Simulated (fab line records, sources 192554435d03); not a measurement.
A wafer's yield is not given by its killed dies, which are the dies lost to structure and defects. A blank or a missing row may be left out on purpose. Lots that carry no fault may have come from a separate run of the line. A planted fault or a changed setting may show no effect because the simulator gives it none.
Split-lot experiment -- flow n5-finfet -- 21 wafers read across 7 lots, on a route 1938 steps long

## THE SPLIT ITSELF
At N5_SD_EPI_P_ETCH_16 (etches SiO2 in CHF3/O2, target depth 5 nm), the setting target-depth-a was moved away from the recipe's 50 angstrom on 7 of the 21 wafers read, by -6.8% to +9.7%. The other wafers ran this setting at the recipe's value.

The reading is taken at the split's own step.

## THE READING
etch.depth-nm (the simulator's own value, which no gauge read), in nm, at N5_SD_EPI_P_ETCH_16 (etches SiO2 in CHF3/O2, target depth 5 nm). The file gives no usual value for it. The 14 wafers here that ran the recipe average 4.998 nm, standard deviation 0.051 nm.

wafer,"tool, chamber at the split","target-depth-a as run, angstrom",against the recipe,"etch.depth-nm, nm",against lot-mates on the recipe
L077.2,"rie-diel-04, 3",50,recipe,5.03,-
L077.4,"rie-diel-04, 0",53.57,+7.1%,5.241,+0.237
L077.6,"rie-diel-04, 2",50,recipe,4.978,-
L079.1,"rie-diel-03, 2",50,recipe,4.951,-
L079.3,"rie-diel-03, 1",46.84,-6.3%,4.73,-0.212
L079.6,"rie-diel-03, 0",50,recipe,4.934,-
L081.4,"rie-diel-03, 0",50,recipe,4.984,-
L081.5,"rie-diel-03, 3",50,recipe,5.066,-
L081.6,"rie-diel-03, 0",50,recipe,5.012,-
L083.2,"rie-diel-03, 2",50,recipe,4.95,-
L083.3,"rie-diel-03, 0",50,recipe,4.908,-
L083.6,"rie-diel-03, 2",50,recipe,4.982,-
L086.1,"rie-diel-01, 1",46.94,-6.1%,4.66,-0.393
L086.4,"rie-diel-01, 2",50,recipe,5.096,-
L086.6,"rie-diel-01, 3",50,recipe,5.009,-
L088.1,"rie-diel-03, 1",50,recipe,5.054,-
L088.3,"rie-diel-03, 0",46.59,-6.8%,4.599,-0.455
L088.6,"rie-diel-03, 0",46.59,-6.8%,4.6,-0.454
L092.2,"rie-diel-04, 3",50,recipe,5.011,-
L092.4,"rie-diel-04, 1",54.85,+9.7%,5.343,+0.332
L092.5,"rie-diel-04, 0",54.85,+9.7%,5.356,+0.345

FIT RESULTS
A straight line over all 21 wafers: etch.depth-nm changes by +0.0434 nm for each +1% of target-depth-a; r = +0.96; the points scatter about the line by 0.059 nm.
The same after taking each lot's own level away (the mean of its wafers on the recipe; 21 wafers): +0.0445 nm for each +1%; r = +0.95; scatter 0.066 nm.
That fit puts the effect of the largest move of target-depth-a on the reading at 0.43 nm.
From 4.9425 to 5.0540 nm: that is the span of the lots' own levels, equal to 2.2 times the standard deviation above.
Consequently the slope shifts little with the lot-to-lot level, the two slopes agreeing.
Check: with one of the wafers moved furthest among these (+9.7%) left out of the fit, the line predicts +0.429 nm for it against its lot-mates. It came out at +0.332 nm against them.

## OTHER SPLITS ON THESE WAFERS
Other splits were also applied to these wafers ahead of the reading. Each is held against what the fit with the lots' levels taken away leaves over:
other split on the same wafers,wafers away from the commonest value,r with etch.depth-nm (lot level and that fit taken away)
N5_SD_EPI_N_EXPOSE_06 dose-mj,7,-0.10
N5_SD_EPI_N_ETCH_16 target-depth-a,5,-0.15

## THE FILE'S OWN FIT
etch.depth-nm changes by +0.0439 nm for each +1% of target-depth-a, r = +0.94.
